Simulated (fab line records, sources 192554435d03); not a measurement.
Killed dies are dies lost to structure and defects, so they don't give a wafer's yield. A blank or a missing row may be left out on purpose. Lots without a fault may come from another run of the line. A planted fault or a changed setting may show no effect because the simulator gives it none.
A struck lot beside a sound one | flow n5_finfet | 19 steps out of a route of 1938
Sound: wafers L868.1, L868.3, L868.6. Struck: wafers L860.2, L860.4, L860.5. The cause comes at the end.
At each step with rows: each side's tool, then ch and its chambers, then its first start. Under that, the readings that differ: sound wafers | struck wafers | difference of the means | sigmas: that difference in standard deviations of wafers without a fault.
alike: readings whose means differ by less than 2 such deviations, and words and numbers that are the same on both sides. not compared: withheld readings, readings that some wafer has no value for, bounds like >300 that may hide the same value, and numbers for which the record gives no deviation and whose values overlap.
The two part at a step that has a row with sigmas, a row that says differs or no value, or rows on one side only. Numbers that don't overlap but have no deviation are shown without sigmas and don't part them. A reading that every wafer of one side lacks parts them only if that side has two wafers or more.

N5_PASSIVATION_STRIP_14: strips in O2.
  sound on rie_diel-01 ch 0,2, day 16 07:19; struck on rie_diel-01 ch 2,3, day 14 11:18
  alike: drypump_motor_current_A, o2_flow_sccm, oes_product_au, rf_vpp_V, showerhead_plenum_p_Torr, throttle_valve_pct
  not compared: rf_hours_counter_h
then, 3 steps without rows for these wafers: N5_PASSIVATION_ETCH_15 (etches SiCN in CF4/N2, target depth 75 nm, time 81.2 s); N5_PASSIVATION_STRIP_73 (strips in post etch residue remover, time 60 s); N5_PASSIVATION_SRD_17 (time 30 s, dry time 30 s).
N5_PASSIVATION_DEGAS_18: time 60 s.
  sound on pvd_sputter-03, day 16 08:29; struck on pvd_sputter-03, day 14 12:15
  alike: heater_power_w
N5_PASSIVATION_PRE_CLEAN_19:
  sound on pvd_sputter-03, day 16 08:31; struck on pvd_sputter-03, day 14 12:18
  alike: heater_power_w
N5_PASSIVATION_SPUTTER_20: material TaN, target thk 50 nm.
  sound on pvd_sputter-03, day 16 08:34; struck on pvd_sputter-03, day 14 12:20
  alike: throttle_valve_pct
N5_PASSIVATION_AL_DEP_21: deposits Al, target thk 2800 nm, time 170 s.
  sound on pvd_sputter-03, day 16 08:40; struck on pvd_sputter-03, day 14 12:28
  alike: cathode_dc_power_W, throttle_valve_pct
then, 4 steps without rows for these wafers: N5_PASSIVATION_HMDS_23 (time 60 s); N5_PASSIVATION_COAT_24; N5_PASSIVATION_EBR_26; N5_PASSIVATION_SOFTBAKE_25 (time 90 s).
N5_PASSIVATION_EXPOSE_27: exposes mask PAD, defocus 0 nm.
  sound on krf_scanner-02 ch 0, day 16 08:57; struck on krf_scanner-01 ch 0, day 14 12:47
  reading              | sound                | struck               | difference | sigmas
  exposure_dose_mJ_cm2 | 32.244 32.304 32.285 | 27.561 27.498 27.520 | -4.751     | -99 or more
  alike: mask
then, 3 steps without rows for these wafers: N5_PASSIVATION_PEB_28; N5_PASSIVATION_DEVELOP_29 (develop time 60 s); N5_PASSIVATION_HARDBAKE_31 (time 120 s).
N5_PASSIVATION_CD_MEAS_30: target cd 4000 nm.
  sound on cd_sem-03 ch 0, day 16 09:08; struck on cd_sem-03 ch 0, day 14 12:57
  reading    | sound                | struck               | difference | sigmas
  cd_nm (nm) | 3998.4 3997.8 4001.6 | 3967.9 3969.5 3969.5 | -30.3      | -13
N5_PASSIVATION_OVL_MEAS_63:
  sound on overlay-02 ch 0, day 16 09:10; struck on overlay-02 ch 0, day 14 12:59
  reading      | sound  | struck  | difference | sigmas
  PAD_OVL (nm) | 0 -2 2 | 15 12 5 | +11        | +2
then, 1 step without rows for these wafers: N5_PASSIVATION_PROBE_49.

WHERE THEY PART
First at N5_PASSIVATION_EXPOSE_27; last, within this record, at N5_PASSIVATION_OVL_MEAS_63.

WHY: what the simulator had put in
Process parameter drift: krf_scanner-01, from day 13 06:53 on, at N5_PASSIVATION_EXPOSE_27. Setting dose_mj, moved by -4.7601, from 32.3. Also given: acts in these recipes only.
